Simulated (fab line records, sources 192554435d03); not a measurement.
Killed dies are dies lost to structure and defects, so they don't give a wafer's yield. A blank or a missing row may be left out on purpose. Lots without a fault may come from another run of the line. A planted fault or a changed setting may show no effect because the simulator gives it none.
Which tool did it? | flow n5_finfet | 23 lots, 69 wafers sampled, at 6 steps of a route of 1938

WHAT THE GAUGES READ, wafer by wafer
N5_HKMG_FIN_INSPECT_28: inspects for defects (darkfield). Usual: raw_defect_count 43, standard deviation 17.
lot  | measured     | on                | raw_defect_count | flag
L074 | day 4 07:25  | defect_inspect-01 | 48 44 40         |
L075 | day 4 16:56  | defect_inspect-01 | 37 25 36         |
L076 | day 4 19:51  | defect_inspect-02 | 44 41 41         |
L077 | day 5 00:48  | defect_inspect-02 | 18 26 15         |
L078 | day 5 07:05  | defect_inspect-02 | 54 35 34         |
L079 | day 5 13:24  | defect_inspect-02 | 48 36 23         |
L080 | day 5 20:01  | defect_inspect-02 | 22 42 36         |
L081 | day 6 01:01  | defect_inspect-01 | 69 70 73         |
L082 | day 6 08:26  | defect_inspect-01 | 56 49 41         |
L083 | day 6 14:04  | defect_inspect-01 | 57 28 51         |
L084 | day 6 21:30  | defect_inspect-02 | 53 33 85         |
L085 | day 7 06:28  | defect_inspect-02 | 35 24 29         |
L086 | day 7 09:54  | defect_inspect-02 | 56 69 43         |
L087 | day 7 19:51  | defect_inspect-02 | 76 27 40         |
L088 | day 7 21:45  | defect_inspect-01 | 31 76 36         |
L089 | day 8 03:58  | defect_inspect-02 | 20 39 24         |
L090 | day 8 11:29  | defect_inspect-01 | 37 60 60         |
L091 | day 8 14:04  | defect_inspect-02 | 23 50 14         |
L093 | day 9 09:52  | defect_inspect-02 | 47 69 75         |
L094 | day 9 12:56  | defect_inspect-02 | 40 50 30         |
L095 | day 9 15:29  | defect_inspect-01 | 24 62 42         |
L096 | day 10 00:15 | defect_inspect-01 | 54 36 53         |
L097 | day 10 04:41 | defect_inspect-02 | 38 23 26         |

WHICH TOOL RAN EACH LOT (tool, then ch and the chambers of the sampled wafers, then the start)
lot  | N5_HKMG_FIN_STRIP_57              | N5_HKMG_FIN_ALD_36                 | N5_HKMG_FIN_ETCH_31               | N5_HKMG_FIN_STRIP_92               | N5_HKMG_FIN_W_FILL_22
L074 | rie_diel-04 ch 1,2, day 3 23:38   | ald_metal-04 ch 2,3, day 4 01:28   | rie_diel-06 ch 1,2, day 4 03:02   | rie_diel-06 ch 1,2, day 4 03:28    | cvd_w-02 ch 0, day 4 06:36
L075 | rie_diel-04 ch 0,3, day 4 08:53   | ald_metal-02 ch 0,3, day 4 10:50   | rie_diel-06 ch 1,2,3, day 4 12:23 | rie_diel-06 ch 1,2,3, day 4 12:47  | cvd_w-02 ch 0, day 4 16:04
L076 | rie_diel-04 ch 0,1, day 4 12:03   | ald_metal-02 ch 0,1,2, day 4 13:55 | rie_diel-06 ch 1,2,3, day 4 15:11 | rie_diel-06 ch 1,2,3, day 4 15:37  | cvd_w-02 ch 0, day 4 19:01
L077 | rie_diel-06 ch 1,3, day 4 17:11   | ald_metal-04 ch 0,2, day 4 19:01   | rie_diel-05 ch 1,2, day 4 20:20   | rie_diel-05 ch 1,2, day 4 20:45    | cvd_w-01 ch 0,1, day 4 23:52
L078 | rie_diel-04 ch 1,2,3, day 4 23:26 | ald_metal-04 ch 1,2,3, day 5 01:17 | rie_diel-05 ch 0,1,2, day 5 02:44 | rie_diel-05 ch 0,1,2, day 5 03:09  | cvd_w-01 ch 0,1, day 5 06:16
L079 | rie_diel-06 ch 2,3, day 5 05:37   | ald_metal-01 ch 2,3, day 5 07:27   | rie_diel-06 ch 0,1, day 5 08:44   | rie_diel-06 ch 0,1, day 5 09:10    | cvd_w-01 ch 0,1, day 5 12:34
L080 | rie_diel-04 ch 0,1,3, day 5 12:26 | ald_metal-02 ch 0,1, day 5 14:24   | rie_diel-06 ch 1,3, day 5 15:34   | rie_diel-06 ch 1,3, day 5 15:58    | cvd_w-02 ch 0,1, day 5 19:11
L081 | rie_diel-06 ch 0,1,2, day 5 17:23 | ald_metal-01 ch 0,1,2, day 5 19:19 | rie_diel-04 ch 0,2,3, day 5 20:35 | rie_diel-04 ch 0,2,3, day 5 21:00  | cvd_w-02 ch 0,1, day 6 00:11
L082 | rie_diel-06 ch 2,3, day 6 00:56   | ald_metal-02 ch 1,2,3, day 6 02:49 | rie_diel-06 ch 0,2,3, day 6 04:05 | rie_diel-06 ch 0,2,3, day 6 04:31  | cvd_w-01 ch 0,1, day 6 07:37
L083 | rie_diel-04 ch 0,1,3, day 6 06:35 | ald_metal-04 ch 0,1,2, day 6 08:34 | rie_diel-05 ch 0,1,2, day 6 09:43 | rie_diel-05 ch 0,1,2, day 6 10:08  | cvd_w-01 ch 0,1, day 6 13:14
L084 | rie_diel-06 ch 0,3, day 6 14:01   | ald_metal-04 ch 0,1,2, day 6 15:52 | rie_diel-06 ch 2,3, day 6 17:08   | rie_diel-06 ch 2,3, day 6 17:33    | cvd_w-01 ch 0,1, day 6 20:40
L085 | rie_diel-05 ch 0,1,3, day 6 22:25 | ald_metal-01 ch 0,3, day 7 00:34   | rie_diel-05 ch 0,3, day 7 01:56   | rie_diel-05 ch 0,3, day 7 02:22    | cvd_w-02 ch 0,1, day 7 05:38
L086 | rie_diel-04 ch 0,2,3, day 7 02:19 | ald_metal-02 ch 0,1,2, day 7 04:15 | rie_diel-04 ch 0,2,3, day 7 05:31 | rie_diel-04 ch 0,2,3, day 7 05:56  | cvd_w-01 ch 0,1, day 7 09:05
L087 | rie_diel-06 ch 0,1,2, day 7 12:26 | ald_metal-01 ch 1,2,3, day 7 14:18 | rie_diel-05 ch 1,2,3, day 7 15:27 | rie_diel-05 ch 1,2,3, day 7 15:52  | cvd_w-01 ch 0,1, day 7 19:02
L088 | rie_diel-06 ch 0,2, day 7 13:56   | ald_metal-01 ch 0,1, day 7 15:47   | rie_diel-04 ch 0,2,3, day 7 17:19 | rie_diel-04 ch 0,2,3, day 7 17:44  | cvd_w-01 ch 0,1, day 7 20:56
L089 | rie_diel-06 ch 0,1,2, day 7 20:20 | ald_metal-04 ch 1,2,3, day 7 22:16 | rie_diel-05 ch 1,2, day 7 23:32   | rie_diel-05 ch 1,2, day 7 23:57    | cvd_w-01 ch 0,1, day 8 03:07
L090 | rie_diel-05 ch 1,3, day 8 03:29   | ald_metal-02 ch 0,1,3, day 8 05:21 | rie_diel-06 ch 0,1,3, day 8 07:05 | rie_diel-06 ch 0,1,3, day 8 07:30  | cvd_w-01 ch 0,1, day 8 10:37
L091 | rie_diel-05 ch 1,2,3, day 8 06:26 | ald_metal-04 ch 0,2, day 8 08:22   | rie_diel-06 ch 0,1,3, day 8 09:43 | rie_diel-06 ch 0,1,3, day 8 10:08  | cvd_w-01 ch 0,1, day 8 13:15
L093 | rie_diel-05 ch 2,3, day 9 01:54   | ald_metal-04 ch 2,3, day 9 03:57   | rie_diel-04 ch 0,1,2, day 9 05:13 | rie_diel-04 ch 0,1,2, day 9 05:38  | cvd_w-02 ch 0,1, day 9 09:00
L094 | rie_diel-05 ch 1,2,3, day 9 05:05 | ald_metal-02 ch 0,1,3, day 9 06:59 | rie_diel-05 ch 0,2, day 9 08:26   | rie_diel-05 ch 0,2, day 9 08:50    | cvd_w-02 ch 0,1, day 9 12:07
L095 | rie_diel-05 ch 0,2,3, day 9 07:12 | ald_metal-02 ch 0,2,3, day 9 09:12 | rie_diel-05 ch 1,2, day 9 10:54   | rie_diel-05 ch 1,2, day 9 11:19    | cvd_w-02 ch 0,1, day 9 14:28
L096 | rie_diel-05 ch 0,2,3, day 9 16:20 | ald_metal-02 ch 1,2,3, day 9 18:19 | rie_diel-05 ch 0,1,3, day 9 19:36 | rie_diel-05 ch 0,1,3, day 9 20:01  | cvd_w-02 ch 0,1, day 9 23:21
L097 | rie_diel-06 ch 0,2,3, day 9 20:52 | ald_metal-01 ch 1,2,3, day 9 22:50 | rie_diel-04 ch 0,1,2, day 9 23:59 | rie_diel-04 ch 0,1,2, day 10 00:24 | cvd_w-01 ch 0,1, day 10 03:46
- N5_HKMG_FIN_STRIP_57: strips in CF4.
- N5_HKMG_FIN_ALD_36: deposits TiN, target thk 1 nm, pulse time 1 s, purge time 3 s.
- N5_HKMG_FIN_ETCH_31: etches SiARC in CF4, target depth 45.5 nm, time 75.8 s.
- N5_HKMG_FIN_STRIP_92: strips SOC in N2/H2, time 20 s.
- N5_HKMG_FIN_W_FILL_22: material W, target thk 60 nm, time 18.2 s.

WHAT THE TOOLS THEMSELVES READ (means of the sampled wafers that have a number; where no wafer has one, the mark that the record gives instead)
N5_HKMG_FIN_STRIP_57. Usual: drypump_motor_current_A 5.5 A, standard deviation 0.48; oes_product_au 0.77 a.u., standard deviation 0.067; rf_vpp_V 271.0 V, standard deviation 1.7; showerhead_plenum_p_Torr 1.78 Torr, standard deviation 0.062; throttle_valve_pct 13.63 %, standard deviation 0.19.
lot  | tool        | drypump_motor_current_A (A) | oes_product_au (a.u.) | rf_vpp_V (V) | showerhead_plenum_p_Torr (Torr) | throttle_valve_pct (%) | flag
L074 | rie_diel-04 | 6.1                         | 0.85                  | 269.4        | 1.75                            | 13.52                  |
L075 | rie_diel-04 | 5.3                         | 0.77                  | 271.7        | 1.82                            | 13.58                  |
L076 | rie_diel-04 | 5.8                         | 0.74                  | 272.3        | 1.80                            | 13.50                  |
L077 | rie_diel-06 | 5.4                         | 0.73                  | 270.7        | 1.76                            | 13.85                  |
L078 | rie_diel-04 | 5.7                         | 0.81                  | 270.9        | 1.76                            | 13.55                  |
L079 | rie_diel-06 | 5.2                         | 0.73                  | 270.4        | 1.75                            | 13.74                  |
L080 | rie_diel-04 | 5.5                         | 0.75                  | 272.0        | 1.79                            | 13.55                  |
L081 | rie_diel-06 | 5.2                         | 0.75                  | 270.4        | 1.76                            | 13.71                  |
L082 | rie_diel-06 | 5.2                         | 0.72                  | 271.3        | 1.75                            | 13.76                  |
L083 | rie_diel-04 | 5.5                         | 0.74                  | 271.3        | 1.79                            | 13.56                  |
L084 | rie_diel-06 | 4.8                         | 0.74                  | 268.9        | 1.71                            | 13.64                  |
L085 | rie_diel-05 | 5.8                         | 0.79                  | 271.5        | 1.79                            | 13.65                  |
L086 | rie_diel-04 | 5.7                         | 0.77                  | 271.0        | 1.80                            | 13.63                  |
L087 | rie_diel-06 | 5.2                         | 0.74                  | 269.9        | 1.76                            | 13.74                  |
L088 | rie_diel-06 | 5.1                         | 0.74                  | 271.0        | 1.76                            | 13.69                  |
L089 | rie_diel-06 | 5.2                         | 0.74                  | 271.3        | 1.76                            | 13.75                  |
L090 | rie_diel-05 | 5.5                         | 0.82                  | 269.3        | 1.75                            | 13.53                  |
L091 | rie_diel-05 | 5.6                         | 0.82                  | 271.0        | 1.78                            | 13.49                  |
L093 | rie_diel-05 | 6.1                         | 0.74                  | 269.6        | 1.77                            | 13.62                  |
L094 | rie_diel-05 | 5.6                         | 0.81                  | 270.5        | 1.78                            | 13.50                  |
L095 | rie_diel-05 | 5.9                         | 0.77                  | 271.2        | 1.82                            | 13.65                  |
L096 | rie_diel-05 | 5.9                         | 0.76                  | 271.5        | 1.82                            | 13.67                  |
L097 | rie_diel-06 | 5.0                         | 0.79                  | 272.2        | 1.79                            | 13.57                  |

N5_HKMG_FIN_ALD_36. Usual: heater_power_outer_w 564 W, standard deviation 55; heater_power_w 914 W, standard deviation 95; precursor_pulse_height_rel 1.000, standard deviation 0.019.
lot  | tool         | heater_power_outer_w (W) | heater_power_w (W) | precursor_pulse_height_rel | flag
L074 | ald_metal-04 | 489                      | 792                | 0.995                      |
L075 | ald_metal-02 | 553                      | 943                | 0.987                      |
L076 | ald_metal-02 | 549                      | 890                | 0.994                      |
L077 | ald_metal-04 | 592                      | 1001               | 0.994                      |
L078 | ald_metal-04 | 546                      | 890                | 0.988                      |
L079 | ald_metal-01 | 537                      | 871                | 1.006                      |
L080 | ald_metal-02 | 545                      | 904                | 0.996                      |
L081 | ald_metal-01 | 532                      | 876                | 1.007                      |
L082 | ald_metal-02 | 562                      | 871                | 0.996                      |
L083 | ald_metal-04 | 599                      | 1011               | 1.003                      |
L084 | ald_metal-04 | 612                      | 1003               | 0.997                      |
L085 | ald_metal-01 | 585                      | 974                | 0.997                      |
L086 | ald_metal-02 | 550                      | 899                | 1.007                      |
L087 | ald_metal-01 | 576                      | 933                | 0.974                      |
L088 | ald_metal-01 | 573                      | 934                | 0.994                      |
L089 | ald_metal-04 | 551                      | 899                | 1.019                      |
L090 | ald_metal-02 | 554                      | 880                | 0.986                      |
L091 | ald_metal-04 | 594                      | 1004               | 0.997                      |
L093 | ald_metal-04 | 528                      | 895                | 1.005                      |
L094 | ald_metal-02 | 550                      | 894                | 0.994                      |
L095 | ald_metal-02 | 566                      | 927                | 0.991                      |
L096 | ald_metal-02 | 559                      | 863                | 1.006                      |
L097 | ald_metal-01 | 578                      | 923                | 0.983                      |

N5_HKMG_FIN_ETCH_31. Usual: drypump_motor_current_A 5.5 A, standard deviation 0.48; etch_rf_on_time_s 75.7 s, standard deviation 2.1; oes_product_au 0.67 a.u., standard deviation 0.069; rf_vpp_V 184.1 V, standard deviation 1.4; showerhead_plenum_p_Torr 2.14 Torr, standard deviation 0.08; throttle_valve_pct 15.66 %, standard deviation 0.21.
lot  | tool        | drypump_motor_current_A (A) | etch_rf_on_time_s (s) | oes_product_au (a.u.) | rf_vpp_V (V) | showerhead_plenum_p_Torr (Torr) | throttle_valve_pct (%) | flag
L074 | rie_diel-06 | 5.5                         | 74.1                  | 0.65                  | 183.9        | 2.14                            | 15.84                  |
L075 | rie_diel-06 | 5.3                         | 73.6                  | 0.64                  | 183.1        | 2.10                            | 15.83                  |
L076 | rie_diel-06 | 5.3                         | 74.5                  | 0.64                  | 183.9        | 2.10                            | 15.83                  |
L077 | rie_diel-05 | 5.3                         | 77.9                  | 0.79                  | 185.1        | 2.21                            | 15.30                  |
L078 | rie_diel-05 | 5.4                         | 76.6                  | 0.75                  | 185.1        | 2.21                            | 15.52                  |
L079 | rie_diel-06 | 5.3                         | 74.2                  | 0.65                  | 184.5        | 2.12                            | 15.81                  |
L080 | rie_diel-06 | 5.1                         | 75.4                  | 0.62                  | 183.7        | 2.07                            | 15.90                  |
L081 | rie_diel-04 | 5.7                         | 75.3                  | 0.68                  | 184.4        | 2.16                            | 15.68                  |
L082 | rie_diel-06 | 5.0                         | 75.2                  | 0.63                  | 183.0        | 2.08                            | 15.75                  |
L083 | rie_diel-05 | 5.5                         | 75.7                  | 0.74                  | 184.9        | 2.21                            | 15.54                  |
L084 | rie_diel-06 | 5.1                         | 75.2                  | 0.62                  | 183.5        | 2.09                            | 15.81                  |
L085 | rie_diel-05 | 6.0                         | 74.7                  | 0.65                  | 184.5        | 2.19                            | 15.86                  |
L086 | rie_diel-04 | 5.7                         | 75.4                  | 0.67                  | 184.6        | 2.15                            | 15.70                  |
L087 | rie_diel-05 | 5.6                         | 77.8                  | 0.69                  | 184.7        | 2.13                            | 15.48                  |
L088 | rie_diel-04 | 5.7                         | 76.2                  | 0.66                  | 184.9        | 2.15                            | 15.71                  |
L089 | rie_diel-05 | 5.3                         | 77.4                  | 0.75                  | 184.9        | 2.20                            | 15.35                  |
L090 | rie_diel-06 | 5.1                         | 73.7                  | 0.72                  | 184.0        | 2.16                            | 15.66                  |
L091 | rie_diel-06 | 5.1                         | 73.2                  | 0.72                  | 185.3        | 2.16                            | 15.67                  |
L093 | rie_diel-04 | 6.0                         | 76.4                  | 0.65                  | 183.4        | 2.11                            | 15.62                  |
L094 | rie_diel-05 | 5.7                         | 75.8                  | 0.68                  | 185.5        | 2.25                            | 15.75                  |
L095 | rie_diel-05 | 5.3                         | 77.0                  | 0.74                  | 184.7        | 2.19                            | 15.39                  |
L096 | rie_diel-05 | 5.8                         | 77.2                  | 0.65                  | 183.8        | 2.13                            | 15.74                  |
L097 | rie_diel-04 | 6.0                         | 76.9                  | 0.64                  | 184.1        | 2.11                            | 15.64                  |

N5_HKMG_FIN_STRIP_92. Usual: drypump_motor_current_A 5.5 A, standard deviation 0.48; oes_product_au 0.79 a.u., standard deviation 0.081; rf_vpp_V 54.2 V, standard deviation 0.87; showerhead_plenum_p_Torr 3.35 Torr, standard deviation 0.13; throttle_valve_pct 19.2 %, standard deviation 0.35.
lot  | tool        | drypump_motor_current_A (A) | oes_product_au (a.u.) | rf_vpp_V (V) | showerhead_plenum_p_Torr (Torr) | throttle_valve_pct (%) | flag
L074 | rie_diel-06 | 5.5                         | 0.76                  | 55.1         | 3.36                            | 19.5                   |
L075 | rie_diel-06 | 5.3                         | 0.75                  | 53.9         | 3.31                            | 19.5                   |
L076 | rie_diel-06 | 5.3                         | 0.75                  | 54.7         | 3.30                            | 19.6                   |
L077 | rie_diel-05 | 5.3                         | 0.94                  | 54.0         | 3.49                            | 18.9                   |
L078 | rie_diel-05 | 5.5                         | 0.88                  | 54.6         | 3.46                            | 19.0                   |
L079 | rie_diel-06 | 5.3                         | 0.76                  | 53.9         | 3.31                            | 19.2                   |
L080 | rie_diel-06 | 5.1                         | 0.72                  | 54.0         | 3.24                            | 19.7                   |
L081 | rie_diel-04 | 5.7                         | 0.80                  | 53.4         | 3.38                            | 19.2                   |
L082 | rie_diel-06 | 5.0                         | 0.74                  | 54.8         | 3.25                            | 19.2                   |
L083 | rie_diel-05 | 5.5                         | 0.86                  | 54.5         | 3.46                            | 19.0                   |
L084 | rie_diel-06 | 5.1                         | 0.73                  | 55.1         | 3.29                            | 19.6                   |
L085 | rie_diel-05 | 6.1                         | 0.75                  | 54.6         | 3.40                            | 19.2                   |
L086 | rie_diel-04 | 5.7                         | 0.79                  | 54.8         | 3.37                            | 19.2                   |
L087 | rie_diel-05 | 5.6                         | 0.81                  | 53.5         | 3.34                            | 19.0                   |
L088 | rie_diel-04 | 5.7                         | 0.78                  | 53.9         | 3.37                            | 19.2                   |
L089 | rie_diel-05 | 5.2                         | 0.88                  | 53.8         | 3.47                            | 19.0                   |
L090 | rie_diel-06 | 5.1                         | 0.84                  | 54.0         | 3.38                            | 19.2                   |
L091 | rie_diel-06 | 5.1                         | 0.84                  | 54.3         | 3.38                            | 19.2                   |
L093 | rie_diel-04 | 6.0                         | 0.75                  | 53.8         | 3.32                            | 19.2                   |
L094 | rie_diel-05 | 5.7                         | 0.79                  | 54.4         | 3.52                            | 19.1                   |
L095 | rie_diel-05 | 5.3                         | 0.85                  | 54.4         | 3.47                            | 19.0                   |
L096 | rie_diel-05 | 5.8                         | 0.76                  | 55.1         | 3.31                            | 19.2                   |
L097 | rie_diel-04 | 6.0                         | 0.75                  | 53.8         | 3.32                            | 19.2                   |

N5_HKMG_FIN_W_FILL_22. Usual: heater_power_outer_w 567 W, standard deviation 100; heater_power_w 876 W, standard deviation 140; throttle_valve_pct 18.9 %, standard deviation 0.63.
lot  | tool     | heater_power_outer_w (W) | heater_power_w (W) | throttle_valve_pct (%) | flag
L074 | cvd_w-02 | 726                      | 1082               | 19.6                   |
L075 | cvd_w-02 | 713                      | 1070               | 19.5                   |
L076 | cvd_w-02 | 708                      | 1063               | 19.7                   |
L077 | cvd_w-01 | 510                      | 762                | 18.2                   |
L078 | cvd_w-01 | 516                      | 764                | 18.2                   |
L079 | cvd_w-01 | 512                      | 750                | 18.4                   |
L080 | cvd_w-02 | 683                      | 1039               | 19.5                   |
L081 | cvd_w-02 | 648                      | 1014               | 19.4                   |
L082 | cvd_w-01 | 481                      | 756                | 18.3                   |
L083 | cvd_w-01 | 479                      | 751                | 18.6                   |
L084 | cvd_w-01 | 507                      | 759                | 18.3                   |
L085 | cvd_w-02 | 669                      | 1033               | 19.5                   |
L086 | cvd_w-01 | 476                      | 753                | 18.5                   |
L087 | cvd_w-01 | 516                      | 771                | 18.2                   |
L088 | cvd_w-01 | 508                      | 763                | 18.4                   |
L089 | cvd_w-01 | 503                      | 756                | 18.3                   |
L090 | cvd_w-01 | 513                      | 761                | 18.3                   |
L091 | cvd_w-01 | 475                      | 754                | 18.4                   |
L093 | cvd_w-02 | 639                      | 1017               | 19.5                   |
L094 | cvd_w-02 | 683                      | 1031               | 19.7                   |
L095 | cvd_w-02 | 640                      | 1000               | 19.5                   |
L096 | cvd_w-02 | 641                      | 1018               | 19.7                   |
L097 | cvd_w-01 | 478                      | 749                | 18.6                   |

THE ANSWER, worked out from the rows above alone
Rule: a lot is off if the mean of its wafers that have a number lies more than 3 standard deviations from the usual mean. A lot without any number at a reading at which 4 lots or more have one is off too. The other lots that the step has rows for count as sound. The gauges are gone through in route order, then the tools' own readings, and for those a lot's mean is taken as printed above. The first step at which some lot is off is used, and at that step the reading that is off furthest; a lot without a number counts as furthest.
No lot is off at any reading shown: from this, nothing can be told.

WHAT THE SIMULATOR HAD PUT IN
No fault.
